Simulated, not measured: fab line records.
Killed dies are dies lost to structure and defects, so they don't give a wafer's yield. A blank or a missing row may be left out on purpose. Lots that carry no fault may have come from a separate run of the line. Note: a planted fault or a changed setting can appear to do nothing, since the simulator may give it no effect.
fab line records	flow n5Finfet
record: lots: 11	wafers: 33	lastDay: 18
route steps=1938 shown ZERO_LAYER@16 WELL_APT@39 PASSIVATION@1936
lots with no fault: from the same line, run without faults
startH: start of the lot's first displayed wafer, in hours after the record's first day	waitH: how many hours have passed since the lot's step before this one	" the same as in the row above	L1.1+2: several wafers, shown together as one row	- either no value or no given start	* or withheld: withheld	< > ~ a bound
route shown NAME@n: NAME is a module with steps in the file, n the number in the route of the first one	usual: the fault-free wafers' mean and standard deviation	same: alike in all rows	chamber/n: place in a boat	sites: per-site readings	_std_site: the standard deviation of these	_edge_site: outer sites' mean less inner sites'	radiusMm: how far each site lies from the wafer's centre	mask NAME#n: copy n	behind: the most recent tool/chamber to have shaped the wafer	hold: cause of the lot's hold/its duration in hours/its outcome	device: the n, p or np transistor that did not switch	end of line: at the end of the route, the tests of the same wafers	step lacking rows: just its recipe	killed: count of dies lost to structure and defects at first sort (not the wafer's yield)	map: the dies of a wafer, with x for killed, . for not killed, _ for no die there
set.NAME: setting as actually run; set.NAME@STEP: the setting as run at that earlier step	model.NAME: the simulator's own value behind a step, which no gauge read
the route's steps for a sample of lots (tables are steps, rows are wafers)
services: the hour from which a tool's chamber was out of use, counted from the record's first day as startH (under 0 if before that day), plus the number of hours and why
== steps ==
step: N5_ZERO_LAYER_ETCH_18
recipe: chemistry: HBr/Cl2	target: Si	targetDepthA: 1200	timeS: 40	pressureMtorr: 10	icpW: 800	biasW: 75	HBr_flow_sccm: 150	Cl2_flow_sccm: 80
usual: biasW: 74.97/0.21	chamberPressureMTorr: 10.002/0.011	drypumpMotorCurrentA: 5.7/0.58	oesProductAu: 0.998/0.018	throttleValvePct: 36.27/0.13
lot.wafer	tool	chamber	startH	waitH	biasW	chamberPressureMTorr	drypumpMotorCurrentA	oesProductAu	rfHoursCounterH	throttleValvePct
L839.1	rieSi-01	1	24.96	0.0	74.90	10.004	5.6	1.040	195	36.17
L839.2	"	0	"	"	75.17	10.002	4.6	1.013	129	36.52
L839.4	"	3	"	"	74.95	10.004	5.8	0.962	113	36.17
L840.2	rieSi-01	3	30.84	0.0	75.11	9.999	5.8	0.966	114	36.15
L840.3	"	0	"	"	74.74	9.996	4.6	1.016	129	36.53
L840.5	"	2	"	"	74.98	10.005	5.0	0.994	-	36.23
L841.2	rieSi-01	0	36.80	0.0	74.69	9.994	4.6	1.021	129	36.53
L841.5	"	2	"	"	74.68	10.001	5.0	1.004	-	36.22
L841.6	"	1	"	"	74.84	9.994	5.6	1.029	-	36.20
L842.4	rieSi-01	0	42.87	0.0	74.94	10.015	4.6	1.006	129	36.54
L842.5	"	2	"	"	75.05	10.003	5.0	0.997	-	36.22
L842.6	"	3	"	"	74.91	10.005	5.7	0.959	-	36.17
L843.3	rieSi-04	0	48.93	0.0	74.77	10.001	6.3	1.004	18	36.39
L843.4	"	2	"	"	74.71	10.004	5.3	1.005	89	36.34
L843.6	"	3	"	"	75.00	10.000	6.8	0.986	-	36.24
L844.3	rieSi-04	3	55.01	0.0	74.86	10.012	6.8	0.988	121	36.23
L844.4	"	0	"	"	74.80	9.998	6.3	0.991	-	36.39
L844.5	"	3	"	"	74.95	10.009	6.8	0.994	-	36.24
L846.3	rieSi-04	0	66.79	0.0	74.42	10.011	6.3	0.998	18	36.39
L846.4	"	1	"	"	75.27	9.989	5.7	1.015	121	36.33
L846.6	"	3	"	"	75.25	10.005	6.8	0.990	-	36.23
L856.1	rieSi-06	0	126.91	0.0	75.40	10.008	6.1	0.992	62	36.32
L856.3	"	3	"	"	75.02	10.007	6.1	1.002	59	36.00
L856.4	"	2	"	"	75.44	9.990	6.1	1.016	105	36.25
L857.4	rieSi-01	3	133.16	0.1	74.69	9.982	5.7	0.968	-	36.17
L857.5	"	0	"	"	75.00	10.002	4.6	1.010	-	36.51
L857.6	"	2	"	"	74.81	9.978	5.0	1.000	-	36.21
L858.1	rieSi-06	1	140.14	0.1	75.39	10.011	5.6	0.979	125	36.41
L858.3	"	3	"	"	74.66	10.012	6.0	0.996	59	36.01
L858.5	"	0	"	"	75.02	10.003	6.0	0.985	-	36.32
L860.3	rieSi-04	2	151.15	0.0	74.64	9.993	5.3	1.009	91	36.35
L860.4	"	1	"	"	75.00	10.006	5.7	1.012	123	36.33
L860.5	"	3	"	"	74.89	10.005	6.8	0.985	-	36.23
step: N5_WELL_APT_EXPOSE_22
recipe: maskId: PWELL	na: 0.8	sourceShape: conventional	sigmaOuter: 0.8	polarization: unpolarized	defocusNm: 0	targetCdNm: 200	doseMj: 23.2
usual: exposureDoseMJCm2: 23.186/0.026	stageVelMmS: 499.98/0.24
same: sigmaOuter: 0.8
lot.wafer	tool	chamber	startH	waitH	mask	exposureDoseMJCm2	stageVelMmS
L839.1	krfScanner-02	0	28.18	-	PWELL#0	23.168	499.72
L839.2	"	0	"	"	PWELL#0	23.180	499.87
L839.4	"	0	"	"	PWELL#0	23.173	500.09
L840.2	krfScanner-01	0	32.86	-	PWELL#0	23.168	500.26
L840.3	"	0	"	"	PWELL#0	23.152	500.07
L840.5	"	0	"	"	PWELL#0	23.167	500.22
L841.2	krfScanner-02	0	38.92	-	PWELL#0	23.189	500.20
L841.5	"	0	"	"	PWELL#0	23.154	500.53
L841.6	"	0	"	"	PWELL#0	23.158	500.00
L842.4	krfScanner-01	0	46.19	-	PWELL#0	23.211	500.41
L842.5	"	0	"	"	PWELL#0	23.206	500.32
L842.6	"	0	"	"	PWELL#0	23.216	499.86
L843.3	krfScanner-02	0	51.05	-	PWELL#0	23.159	499.95
L843.4	"	0	"	"	PWELL#0	23.167	499.93
L843.6	"	0	"	"	PWELL#0	23.147	499.98
L844.3	krfScanner-01	0	57.26	-	PWELL#0	23.192	499.76
L844.4	"	0	"	"	PWELL#0	23.175	500.01
L844.5	"	0	"	"	PWELL#0	23.193	499.99
L846.3	krfScanner-02	0	68.71	-	PWELL#0	23.207	499.89
L846.4	"	0	"	"	PWELL#0	23.175	499.49
L846.6	"	0	"	"	PWELL#0	23.187	500.02
L856.1	krfScanner-01	0	128.91	-	PWELL#0	23.172	499.81
L856.3	"	0	"	"	PWELL#0	23.177	499.88
L856.4	"	0	"	"	PWELL#0	23.164	500.11
L857.4	krfScanner-01	0	134.87	-	PWELL#0	23.182	499.67
L857.5	"	0	"	"	PWELL#0	23.203	499.67
L857.6	"	0	"	"	PWELL#0	23.200	499.70
L858.1	krfScanner-01	0	142.01	-	PWELL#0	23.204	499.94
L858.3	"	0	"	"	PWELL#0	23.209	499.74
L858.5	"	0	"	"	PWELL#0	23.193	500.15
L860.3	krfScanner-02	0	153.32	-	PWELL#0	23.182	499.52
L860.4	"	0	"	"	PWELL#0	23.202	500.05
L860.5	"	0	"	"	PWELL#0	23.169	499.96
step: N5_WELL_APT_CD_MEAS_25
recipe: targetCdNm: 200	landingEnergyEv: 500	detector: seInlens
usual: cdNm: 200.2/1.8
lot.wafer	tool	chamber	startH	waitH	cdNm
L839.1	cdSem-01	0	28.35	-	201.8
L839.2	"	0	"	"	201.8
L839.4	"	0	"	"	202.5
L840.2	cdSem-02	0	33.03	-	200.3
L840.3	"	0	"	"	200.7
L840.5	"	0	"	"	199.5
L841.2	cdSem-02	0	39.09	-	197.6
L841.5	"	0	"	"	197.6
L841.6	"	0	"	"	198.8
L842.4	cdSem-02	0	46.35	-	202.9
L842.5	"	0	"	"	201.3
L842.6	"	0	"	"	201.9
L843.3	cdSem-01	0	51.21	-	200.7
L843.4	"	0	"	"	199.3
L843.6	"	0	"	"	199.1
L844.3	cdSem-03	0	57.42	-	199.8
L844.4	"	0	"	"	202.5
L844.5	"	0	"	"	201.6
L846.3	cdSem-02	0	68.88	-	200.9
L846.4	"	0	"	"	195.9
L846.6	"	0	"	"	193.9
L856.1	cdSem-03	0	129.09	-	201.1
L856.3	"	0	"	"	201.5
L856.4	"	0	"	"	199.9
L857.4	cdSem-01	0	135.03	-	200.4
L857.5	"	0	"	"	198.2
L857.6	"	0	"	"	201.0
L858.1	cdSem-03	0	142.18	-	196.9
L858.3	"	0	"	"	196.8
L858.5	"	0	"	"	196.4
L860.3	cdSem-01	0	153.48	-	199.7
L860.4	"	0	"	"	199.9
L860.5	"	0	"	"	201.0
step: N5_WELL_APT_OVL_MEAS_26
recipe: pointsPerWafer: 44
usual: PWELL_OVL: 1/5.9
lot.wafer	tool	chamber	startH	waitH	PWELL_OVL[nm]
L839.1	overlay-01	0	28.38	0.0	8
L839.2	"	0	"	"	13
L839.4	"	0	"	"	4
L840.2	overlay-02	0	33.06	0.0	20
L840.3	"	0	"	"	11
L840.5	"	0	"	"	6
L841.2	overlay-01	0	39.12	0.0	7
L841.5	"	0	"	"	-3
L841.6	"	0	"	"	4
L842.4	overlay-02	0	46.38	0.0	1
L842.5	"	0	"	"	2
L842.6	"	0	"	"	-4
L843.3	overlay-02	0	51.24	0.0	-1
L843.4	"	0	"	"	10
L843.6	"	0	"	"	2
L844.3	overlay-01	0	57.45	0.0	-1
L844.4	"	0	"	"	2
L844.5	"	0	"	"	4
L846.3	overlay-01	0	68.91	0.0	5
L846.4	"	0	"	"	-2
L846.6	"	0	"	"	6
L856.1	overlay-01	0	129.12	0.0	-4
L856.3	"	0	"	"	-6
L856.4	"	0	"	"	-10
L857.4	overlay-01	0	135.08	0.1	4
L857.5	"	0	"	"	1
L857.6	"	0	"	"	2
L858.1	overlay-01	0	142.21	0.0	-11
L858.3	"	0	"	"	-3
L858.5	"	0	"	"	-5
L860.3	overlay-01	0	153.51	0.0	-10
L860.4	"	0	"	"	-1
L860.5	"	0	"	"	-5
step: N5_WELL_APT_RTA_34
recipe: tempC: 1000	timeS: 10	ambient: N2	idleTempC: 600	rampUpCPerS: 150	rampDownCPerS: 60	coolToC: 600
usual: annealTempCMax: 1004.7/2.4	lampPowerPct: 13.00/0.054	wafer_temp_C_max: 1003.6/1.1
lot.wafer	tool	chamber	startH	waitH	annealTempCMax	lampPowerPct	wafer_temp_C_max
L839.1	rtpAnneal-02	0	30.07	0.0	1005.2	12.94	1002.3
L839.2	"	0	"	"	1005.4	12.97	1003.5
L839.4	"	0	"	"	1005.7	13.04	1005.7
L840.2	rtpAnneal-02	0	35.41	0.3	1005.3	13.04	1003.5
L840.3	"	0	"	"	1005.3	13.06	1003.5
L840.5	"	0	"	"	1006.2	13.12	1002.9
L841.2	rtpAnneal-02	0	40.08	0.1	1007.9	12.98	1004.5
L841.5	"	0	"	"	1004.2	13.01	1003.0
L841.6	"	0	"	"	1006.1	12.98	1002.5
L842.4	rtpAnneal-02	0	48.04	0.1	1005.6	12.97	1002.9
L842.5	"	0	"	"	1008.2	12.96	1003.8
L842.6	"	0	"	"	1005.8	13.09	1004.6
L843.3	rtpAnneal-01	0	52.41	0.1	1003.4	12.92	1003.7
L843.4	"	0	"	"	1003.2	13.04	1003.2
L843.6	"	0	"	"	1002.1	13.05	1003.8
L844.3	rtpAnneal-01	0	58.36	0.1	1002.8	12.92	1003.6
L844.4	"	0	"	"	1002.8	12.98	1003.3
L844.5	"	0	"	"	1002.4	13.02	1003.5
L846.3	rtpAnneal-02	0	69.77	0.1	1008.2	13.01	1001.9
L846.4	"	0	"	"	1006.6	12.95	1004.3
L846.6	"	0	"	"	1007.6	13.04	1004.3
L856.1	rtpAnneal-01	0	130.00	0.0	1003.0	12.93	1003.7
L856.3	"	0	"	"	1002.7	12.96	1002.0
L856.4	"	0	"	"	1002.1	13.04	1003.3
L857.4	rtpAnneal-01	0	135.99	0.1	1002.6	13.03	1003.4
L857.5	"	0	"	"	1002.2	12.98	1003.1
L857.6	"	0	"	"	1002.9	12.94	1002.8
L858.1	rtpAnneal-02	0	143.31	0.2	1006.5	13.04	1004.3
L858.3	"	0	"	"	1007.2	12.99	1004.1
L858.5	"	0	"	"	1005.0	13.01	1005.2
L860.3	rtpAnneal-02	0	154.62	0.1	1005.7	13.04	1003.1
L860.4	"	0	"	"	1007.2	13.02	1003.4
L860.5	"	0	"	"	1008.1	12.92	1003.5
step: N5_PASSIVATION_PROBE_49
usual: killed_at_M0_to_M3: 30/8.7	killed_at_M4_up: 14/5.4	killedAtContacts: 11/6.4	killedAtFrontEnd: 40/12	killedAtOther: 3/3.1	killedDies: 99/17	killedOpen: 64/12	killedShort: 33/8.1
same: grossDies: 1180	killedAtBackSide: 0
lot.wafer	tool	chamber	startH	waitH	killed_at_M0_to_M3	killed_at_M4_up	killedAtContacts	killedAtFrontEnd	killedAtOther	killedDies	killedOpen	killedShort
L841.2	prober-02	-	294.52	0.1	35	10	11	34	6	96	72	24
L841.5	prober-02	-	294.67	0.2	37	8	6	19	5	75	53	22
L841.6	prober-02	-	294.72	0.3	43	19	8	33	1	104	69	35
L839.1	prober-02	-	299.13	0.0	43	16	15	21	0	95	71	24
L839.2	prober-02	-	299.18	0.1	19	9	17	39	0	84	59	25
L839.4	prober-02	-	299.28	0.2	41	17	4	47	0	109	70	38
L840.2	prober-01	-	308.46	0.1	29	8	15	32	1	85	60	24
L840.3	prober-01	-	308.51	0.1	44	22	20	32	2	120	78	42
L840.5	prober-01	-	308.61	0.2	36	18	10	31	0	95	66	28
L842.4	prober-02	-	309.17	0.2	29	11	14	55	6	115	73	40
L842.5	prober-02	-	309.22	0.2	33	12	13	49	0	107	64	41
L842.6	prober-02	-	309.27	0.3	24	9	14	28	4	79	48	31
L843.3	prober-02	-	312.58	0.1	19	19	6	30	6	80	59	20
L843.4	prober-02	-	312.63	0.2	27	15	6	28	7	83	51	29
L843.6	prober-02	-	312.73	0.3	39	16	4	23	7	89	58	29
L844.3	prober-02	-	319.71	0.1	23	10	7	67	1	108	75	33
L844.4	prober-02	-	319.76	0.2	21	16	5	58	6	106	72	33
L844.5	prober-02	-	319.81	0.2	22	11	24	57	12	126	83	43
L846.3	prober-01	-	330.12	0.1	44	15	9	56	5	129	78	51
L846.4	prober-01	-	330.17	0.2	35	19	10	48	2	114	82	31
L846.6	prober-01	-	330.27	0.3	22	18	10	41	3	94	63	30
L856.1	prober-01	-	394.71	0.0	34	18	16	39	0	107	73	34
L856.3	prober-01	-	394.81	0.1	10	24	11	42	6	93	49	44
L856.4	prober-01	-	394.86	0.2	26	24	9	57	10	126	77	49
L857.4	prober-01	-	406.48	0.2	30	12	10	26	1	79	55	23
L857.5	prober-01	-	406.53	0.2	35	23	6	33	12	109	68	33
L857.6	prober-01	-	406.58	0.3	34	15	8	29	3	89	56	32
L858.1	prober-01	-	417.59	0.0	37	20	6	33	1	97	61	33
L858.3	prober-01	-	417.69	0.1	41	14	10	40	4	109	70	36
L858.5	prober-01	-	417.79	0.2	27	25	4	52	2	110	72	38
L860.3	prober-01	-	429.04	0.1	23	15	7	28	0	73	40	33
L860.4	prober-01	-	429.09	0.2	40	7	11	42	0	100	68	30
L860.5	prober-01	-	429.14	0.2	24	20	17	36	3	100	71	29
killed by level:class
L841.2 BEOL_M3:geometricParticle:open=13 MOL_CONTACT_COAG:geometricParticle:open=9 DUMMY_GATE:geometricParticle:open=7 FIN_SAQP:geometricParticle:short=6 STI_FIN_REVEAL:geometricParticle:open=6 BEOL_M0_SAQP:geometricParticle:open=6 BEOL_M1:geometricParticle:open=6 BEOL_M2:geometricParticle:open=6
L841.5 BEOL_M2:geometricParticle:open=9 FIN_SAQP:geometricParticle:open=8 BEOL_M0_SAQP:geometricParticle:open=7 BEOL_M3:geometricParticle:open=7 BEOL_M0_SAQP:geometricParticle:short=5 MOL_CONTACT_COAG:geometricParticle:open=4 BEOL_M4:geometricParticle:open=4 FIN_SAQP:geometricParticle:short=3
L841.6 BEOL_M2:geometricParticle:open=12 FIN_SAQP:geometricParticle:short=9 BEOL_M3:geometricParticle:open=8 STI_FIN_REVEAL:geometricParticle:open=7 MOL_CONTACT_COAG:geometricParticle:open=7 BEOL_M0_SAQP:geometricParticle:short=6 BEOL_M5:geometricParticle:open=5 FIN_SAQP:geometricParticle:open=4
L839.1 BEOL_M2:geometricParticle:open=14 BEOL_M3:geometricParticle:open=12 MOL_CONTACT_COAG:geometricParticle:open=10 FIN_SAQP:geometricParticle:open=7 MOL_CONTACT_COAG:geometricParticle:short=5 BEOL_M1:geometricParticle:open=5 BEOL_M4:geometricParticle:open=4 FIN_SAQP:geometricParticle:short=3
L839.2 FIN_SAQP:geometricParticle:open=14 MOL_CONTACT_COAG:geometricParticle:open=14 FIN_SAQP:geometricParticle:short=6 DUMMY_GATE:geometricParticle:open=4 BEOL_M0_SAQP:geometricParticle:open=4 BEOL_M1:geometricParticle:open=4 BEOL_M4:geometricParticle:open=4 STARTING-WAFER:geometricParticle:open=4
L839.4 BEOL_M1:geometricParticle:open=10 BEOL_M4:geometricParticle:open=10 FIN_SAQP:geometricParticle:open=8 FIN_SAQP:geometricParticle:short=6 STI_FIN_REVEAL:geometricParticle:open=6 DUMMY_GATE:geometricParticle:open=6 BEOL_M0_SAQP:geometricParticle:short=6 BEOL_M2:geometricParticle:open=6
L840.2 MOL_CONTACT_COAG:geometricParticle:open=13 BEOL_M1:geometricParticle:open=10 STI_FIN_REVEAL:geometricParticle:open=6 BEOL_M0_SAQP:geometricParticle:short=6 BEOL_M0_SAQP:geometricParticle:open=6 FIN_SAQP:geometricParticle:short=5 DUMMY_GATE:geometricParticle:open=5 FIN_SAQP:geometricParticle:open=4
L840.3 MOL_CONTACT_COAG:geometricParticle:open=13 BEOL_M0_SAQP:geometricParticle:open=11 BEOL_M0_SAQP:geometricParticle:short=9 BEOL_M3:geometricParticle:open=9 BEOL_M4:geometricParticle:open=8 MOL_CONTACT_COAG:geometricParticle:short=7 BEOL_M1:geometricParticle:open=7 FIN_SAQP:geometricParticle:open=5
L840.5 DUMMY_GATE:geometricParticle:open=12 BEOL_M0_SAQP:geometricParticle:open=11 BEOL_M4:geometricParticle:open=11 MOL_CONTACT_COAG:geometricParticle:open=7 BEOL_M1:geometricParticle:open=7 BEOL_M0_SAQP:geometricParticle:short=7 GATE_CUT:geometricParticle:short=6 BEOL_M3:geometricParticle:open=4
L842.4 FIN_SAQP:geometricParticle:open=18 MOL_CONTACT_COAG:geometricParticle:open=13 FIN_SAQP:geometricParticle:short=12 BEOL_M0_SAQP:geometricParticle:short=9 BEOL_M0_SAQP:geometricParticle:open=7 BEOL_M4:geometricParticle:open=5 GATE_CUT:geometricParticle:short=4 GATE_CUT:geometricParticle:open=4
L842.5 FIN_SAQP:geometricParticle:open=17 BEOL_M1:geometricParticle:short=15 MOL_CONTACT_COAG:geometricParticle:open=9 FIN_SAQP:geometricParticle:short=8 DUMMY_GATE:geometricParticle:open=6 BEOL_M4:geometricParticle:open=6 BEOL_M0_SAQP:geometricParticle:short=5 STARTING-WAFER:geometricParticle:short=5
L842.6 MOL_CONTACT_COAG:geometricParticle:open=12 FIN_SAQP:geometricParticle:short=9 FIN_SAQP:geometricParticle:open=9 BEOL_M1:geometricParticle:short=8 BEOL_M1:geometricParticle:open=6 BEOL_M4:geometricParticle:open=5 BEOL_M3:geometricParticle:short=3 STI_FIN_REVEAL:geometricParticle:open=2
L843.3 BEOL_M3:geometricParticle:open=7 STI_FIN_REVEAL:geometricParticle:open=6 BEOL_M4:geometricParticle:open=6 MOL_CONTACT_COAG:geometricParticle:open=5 GATE_CUT:geometricParticle:short=4 GATE_CUT:geometricParticle:open=4 BEOL_M1:geometricParticle:open=4 MIM_TOP:geometricParticle:open=4
L843.4 BEOL_M3:geometricParticle:open=8 GATE_CUT:geometricParticle:short=8 MOL_CONTACT_COAG:geometricParticle:open=6 BEOL_M1:geometricParticle:open=6 FIN_SAQP:geometricParticle:short=5 BEOL_M4:geometricParticle:open=4 MIM_TOP:geometricParticle:short=4 FIN_SAQP:geometricParticle:open=3
L843.6 BEOL_M1:geometricParticle:open=14 BEOL_M3:geometricParticle:open=8 BEOL_M4:geometricParticle:open=7 BEOL_M1:geometricParticle:short=5 FIN_SAQP:geometricParticle:short=4 GATE_CUT:geometricParticle:short=4 MOL_CONTACT_COAG:geometricParticle:open=4 FIN_SAQP:geometricParticle:open=3
L844.3 STI_FIN_REVEAL:geometricParticle:open=22 FIN_SAQP:geometricParticle:open=11 FIN_SAQP:geometricParticle:short=8 GATE_CUT:geometricParticle:short=7 MOL_CONTACT_COAG:geometricParticle:open=7 BEOL_M3:geometricParticle:open=7 BEOL_M0_SAQP:geometricParticle:short=6 BEOL_M4:geometricParticle:open=6
L844.4 STI_FIN_REVEAL:geometricParticle:open=23 BEOL_M4:geometricParticle:open=12 FIN_SAQP:geometricParticle:open=9 GATE_CUT:geometricParticle:short=6 STI_FIN_REVEAL:geometricParticle:short=5 PASS1_CAP:geometricParticle:open=5 MOL_CONTACT_COAG:geometricParticle:open=4 BEOL_M0_SAQP:geometricParticle:short=4
L844.5 MOL_CONTACT_COAG:geometricParticle:open=18 STI_FIN_REVEAL:geometricParticle:open=16 FIN_SAQP:geometricParticle:open=11 BEOL_M0_SAQP:geometricParticle:short=9 FIN_SAQP:geometricParticle:short=7 DUMMY_GATE:geometricParticle:open=7 MOL_CONTACT_COAG:geometricParticle:short=6 BEOL_M3:geometricParticle:open=5
L846.3 BEOL_M0_SAQP:geometricParticle:short=19 BEOL_M0_SAQP:geometricParticle:open=14 FIN_SAQP:geometricParticle:short=10 GATE_CUT:geometricParticle:open=10 FIN_SAQP:geometricParticle:open=9 BEOL_M4:geometricParticle:open=9 GATE_CUT:geometricParticle:short=7 BEOL_M2:geometricParticle:open=7
L846.4 STI_FIN_REVEAL:geometricParticle:open=11 BEOL_M4:geometricParticle:open=11 BEOL_M0_SAQP:geometricParticle:open=9 MOL_CONTACT_COAG:geometricParticle:open=8 BEOL_M0_SAQP:geometricParticle:short=8 BEOL_M3:geometricParticle:open=8 GATE_CUT:geometricParticle:open=7 DUMMY_GATE:geometricParticle:open=5
L846.6 BEOL_M4:geometricParticle:open=14 FIN_SAQP:geometricParticle:open=13 FIN_SAQP:geometricParticle:short=8 BEOL_M0:geometricParticle:open=7 MOL_CONTACT_COAG:geometricParticle:open=6 BEOL_M0_SAQP:geometricParticle:short=6 MOL_CONTACT_COAG:geometricParticle:short=4 STARTING-WAFER:geometricParticle:open=4
L856.1 MOL_CONTACT_COAG:geometricParticle:open=11 BEOL_M1:geometricParticle:open=10 FIN_SAQP:geometricParticle:open=8 FIN_SAQP:geometricParticle:short=6 GATE_CUT:geometricParticle:open=6 BEOL_M0_SAQP:geometricParticle:open=6 BEOL_M0_SAQP:geometricParticle:short=6 BEOL_M3:geometricParticle:open=6
L856.3 FIN_SAQP:geometricParticle:short=13 MOL_CONTACT_COAG:geometricParticle:open=9 FIN_SAQP:geometricParticle:open=8 BEOL_M4:geometricParticle:open=8 BEOL_M5:geometricParticle:open=6 GATE_CUT:geometricParticle:short=4 BEOL_M4:geometricParticle:short=4 PAD_METAL:geometricParticle:short=4
L856.4 BEOL_M4:geometricParticle:open=15 FIN_SAQP:geometricParticle:short=13 FIN_SAQP:geometricParticle:open=7 STI_FIN_REVEAL:geometricParticle:open=7 DUMMY_GATE:geometricParticle:open=7 MOL_CONTACT_COAG:geometricParticle:open=7 BEOL_M1:geometricParticle:open=7 BEOL_M0_SAQP:geometricParticle:open=6
L857.4 BEOL_M1:geometricParticle:open=9 BEOL_M4:geometricParticle:open=9 MOL_CONTACT_COAG:geometricParticle:open=8 FIN_SAQP:geometricParticle:short=7 FIN_SAQP:geometricParticle:open=6 BEOL_M0_SAQP:geometricParticle:short=5 DUMMY_GATE:geometricParticle:open=4 BEOL_M0_SAQP:geometricParticle:open=4
L857.5 BEOL_M0_SAQP:geometricParticle:short=11 BEOL_M0_SAQP:geometricParticle:open=10 BEOL_M4:geometricParticle:open=9 GATE_CUT:geometricParticle:short=5 MOL_CONTACT_COAG:geometricParticle:open=5 BEOL_M2:geometricParticle:open=5 STARTING-WAFER:geometricParticle:short=5 HKMG_FIN:areaEtch=5
L857.6 BEOL_M0_SAQP:geometricParticle:short=8 BEOL_M1:geometricParticle:open=6 MOL_CONTACT_COAG:geometricParticle:open=6 BEOL_M4:geometricParticle:open=6 FIN_SAQP:geometricParticle:short=5 BEOL_M0_SAQP:geometricParticle:open=5 DUMMY_GATE:geometricParticle:open=5 BEOL_M3:geometricParticle:open=5
L858.1 BEOL_M0_SAQP:geometricParticle:short=13 BEOL_M0_SAQP:geometricParticle:open=11 FIN_SAQP:geometricParticle:short=8 MOL_CONTACT_COAG:geometricParticle:open=6 BEOL_M2:geometricParticle:open=6 FIN_SAQP:geometricParticle:open=5 BEOL_M1:geometricParticle:open=5 BEOL_M4:geometricParticle:open=5
L858.3 BEOL_M0_SAQP:geometricParticle:short=13 BEOL_M2:geometricParticle:open=10 MOL_CONTACT_COAG:geometricParticle:open=9 BEOL_M0_SAQP:geometricParticle:open=9 FIN_SAQP:geometricParticle:open=8 BEOL_M4:geometricParticle:open=7 STI_FIN_REVEAL:geometricParticle:open=6 DUMMY_GATE:geometricParticle:open=6
L858.5 FIN_SAQP:geometricParticle:open=14 FIN_SAQP:geometricParticle:short=13 BEOL_M4:geometricParticle:open=13 BEOL_M0_SAQP:geometricParticle:short=10 DUMMY_GATE:geometricParticle:open=7 STI_FIN_REVEAL:geometricParticle:open=5 BEOL_M0_SAQP:geometricParticle:open=5 STARTING-WAFER:geometricParticle:open=5
L860.3 FIN_SAQP:geometricParticle:short=8 BEOL_M1:geometricParticle:open=6 BEOL_M2:geometricParticle:open=6 BEOL_M4:geometricParticle:open=6 MOL_CONTACT_COAG:geometricParticle:short=4 BEOL_M0_SAQP:geometricParticle:short=4 GATE_CUT:geometricParticle:short=3 MOL_CONTACT_COAG:geometricParticle:open=3
L860.4 BEOL_M2:geometricParticle:open=12 STI_FIN_REVEAL:geometricParticle:open=8 MOL_CONTACT_COAG:geometricParticle:open=8 BEOL_M0_SAQP:geometricParticle:open=7 FIN_SAQP:geometricParticle:short=6 BEOL_M0_SAQP:geometricParticle:short=6 FIN_SAQP:geometricParticle:open=5 DUMMY_GATE:geometricParticle:open=5
L860.5 MOL_CONTACT_COAG:geometricParticle:open=14 BEOL_M0_SAQP:geometricParticle:open=12 FIN_SAQP:geometricParticle:short=7 BEOL_M4:geometricParticle:open=7 STI_FIN_REVEAL:geometricParticle:open=6 BEOL_M0_SAQP:geometricParticle:short=6 FIN_SAQP:geometricParticle:open=5 BEOL_M5:geometricParticle:open=5
== services ==
tool	chamber	startH	hours	kind
krfScanner-01	-	1.38	0.8	pm
rieSi-01	3	9.86	3.0	repair
krfScanner-02	-	16.55	0.8	pm
rieSi-04	0	18.06	11.3	repair
rieSi-01	-	35.54	0.6	repair
rieSi-06	3	36.94	0.9	repair
krfScanner-01	-	40.66	1.3	pm
rieSi-04	1	52.79	6.3	repair
krfScanner-02	-	74.34	1.0	pm
krfScanner-02	-	79.44	1.3	pm
rieSi-04	1	83.77	1.3	repair
krfScanner-02	-	106.80	3.5	repair
rieSi-01	1	132.68	-	clean
rieSi-01	1	132.68	10.9	scheduledDown
rieSi-01	1	132.68	10.9	ventCycle
rieSi-06	-	142.60	10.0	pm
== key ==
firstSign: step: N5_WELL_APT_CD_MEAS_25	reading: cdNm	direction: down	sigmas: 2.9	usual: 200.2	struck: 194.9
effect none on later readings
metAt N5_WELL_APT_EXPOSE_22
struckLots L846
struckWafers L846.4,L846.6
testerLeftOut L846
notActingAt N5_ZERO_LAYER_ETCH_18,N5_WELL_APT_OVL_MEAS_26,N5_WELL_APT_RTA_34
onsetBetween 51.05 68.71
fault: kind: processParameterDrift	tool: krfScanner-02	chamber: -	onsetH: 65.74	steps: N5_WELL_APT_EXPOSE_22	channel: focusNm	offset: 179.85	shape: step	endH: 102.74	scope: struckWafersOnly
testerLeftOut: of these lots the tester's yield and bins aren't shown, on N5 and GAA mostly nor the transistor test; their killed dies are dies lost to structure and defects alone, not to doping, threshold or leakage, so they don't give the yield
